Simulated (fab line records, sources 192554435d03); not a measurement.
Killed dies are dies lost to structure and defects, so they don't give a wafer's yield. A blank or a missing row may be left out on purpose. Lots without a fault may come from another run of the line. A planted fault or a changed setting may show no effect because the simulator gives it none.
Which tool did it? | flow n5_finfet | 12 lots, 36 wafers sampled, at 4 steps of a route of 1938

WHAT THE GAUGES READ, wafer by wafer
N5_BEOL_M2_CD_MEAS_18: pitch 36 nm, target cd 18 nm.
lot  | measured     | on        | cd_nm (nm)
L075 | day 7 02:09  | cd_sem-03 | 17.9 18.5 18.1
L077 | day 7 09:07  | cd_sem-01 | 17.8 17.6 18.0
L079 | day 7 13:14  | cd_sem-02 | 18.0 17.9 17.5
L081 | day 8 10:58  | cd_sem-01 | 18.0 18.2 17.8
L083 | day 8 18:02  | cd_sem-01 | 18.0 18.1 18.2
L085 | day 9 14:47  | cd_sem-03 | 18.3 18.3 17.8
L087 | day 9 20:57  | cd_sem-03 | 17.9 17.8 17.5
L088 | day 10 13:24 | cd_sem-03 | 17.9 17.9 18.8
L091 | day 10 19:52 | cd_sem-01 | 17.5 17.9 18.3
L093 | day 11 08:04 | cd_sem-02 | 17.9 17.2 17.8
L097 | day 12 11:55 | cd_sem-02 | 18.4 17.4 17.6
L096 | day 12 12:46 | cd_sem-03 | 18.0 17.6 18.1

WHICH TOOL RAN EACH LOT (tool, then ch and the chambers of the sampled wafers, then the start)
lot  | N5_BEOL_M1_CO_CAP_55             | N5_BEOL_M2_DESCUM_16               | N5_BEOL_M2_ETCH_63
L075 | cvd_co-01 ch 0,1,2, day 7 00:20  | rie_diel-03 ch 0,1,2, day 7 01:43  | rie_diel-03 ch 0,1,2, day 7 01:46
L077 | cvd_co-01 ch 1,2, day 7 04:58    | rie_diel-04 ch 2,3, day 7 08:41    | rie_diel-04 ch 2,3, day 7 08:44
L079 | cvd_co-01 ch 1,2, day 7 11:45    | rie_diel-04 ch 1,3, day 7 12:43    | rie_diel-04 ch 1,3, day 7 12:46
L081 | cvd_co-02 ch 1,2, day 8 08:55    | rie_diel-04 ch 1,3, day 8 10:16    | rie_diel-04 ch 1,3, day 8 10:19
L083 | cvd_co-01 ch 1,2, day 8 15:26    | rie_diel-03 ch 0,1,2, day 8 17:33  | rie_diel-03 ch 0,1,2, day 8 17:36
L085 | cvd_co-01 ch 0,1,2, day 9 09:44  | rie_diel-04 ch 0,1, day 9 14:20    | rie_diel-04 ch 0,1, day 9 14:23
L087 | cvd_co-01 ch 1,2, day 9 18:43    | rie_diel-03 ch 0,1,3, day 9 20:31  | rie_diel-03 ch 0,1,3, day 9 20:34
L088 | cvd_co-02 ch 0,2, day 10 08:04   | rie_diel-03 ch 0,2,3, day 10 12:57 | rie_diel-03 ch 0,2,3, day 10 13:00
L091 | cvd_co-01 ch 1,2, day 10 17:08   | rie_diel-03 ch 1,2,3, day 10 19:26 | rie_diel-03 ch 1,2,3, day 10 19:29
L093 | cvd_co-02 ch 0,1,2, day 11 05:41 | rie_diel-03 ch 0,2,3, day 11 07:38 | rie_diel-03 ch 0,2,3, day 11 07:41
L097 | cvd_co-02 ch 0,1,2, day 12 08:08 | rie_diel-05 ch 0,1,2, day 12 11:28 | rie_diel-05 ch 0,1,2, day 12 11:31
L096 | cvd_co-02 ch 0,1,2, day 12 11:15 | rie_diel-04 ch 0,1, day 12 12:18   | rie_diel-04 ch 0,1, day 12 12:21
- N5_BEOL_M1_CO_CAP_55: material Co, precursor CCTBA/H2, target thk 2 nm, time 102.1 s.
- N5_BEOL_M2_DESCUM_16: chemistry O2, time 7 s.
- N5_BEOL_M2_ETCH_63: etches SiARC in CF4, target depth 15.6 nm, time 26 s.

THE ANSWER, worked out from the rows above alone
Rule: what is usual is taken from the lots themselves. Put in order of their means at a reading, lots are off if they are a third of the lots or fewer, leave a main group of 4 or more, and stand apart from it by a gap of 3 or more times the standard deviation of the main group's means; of several such gaps the widest counts. A main group whose means are all the same, to the digits that the tables above print for the reading, isn't used. A lot without any number at a reading at which 4 lots or more have one is off too. The other lots that the step has rows for count as sound.
No lot is off at any reading shown: from this, nothing can be told.

WHAT THE SIMULATOR HAD PUT IN
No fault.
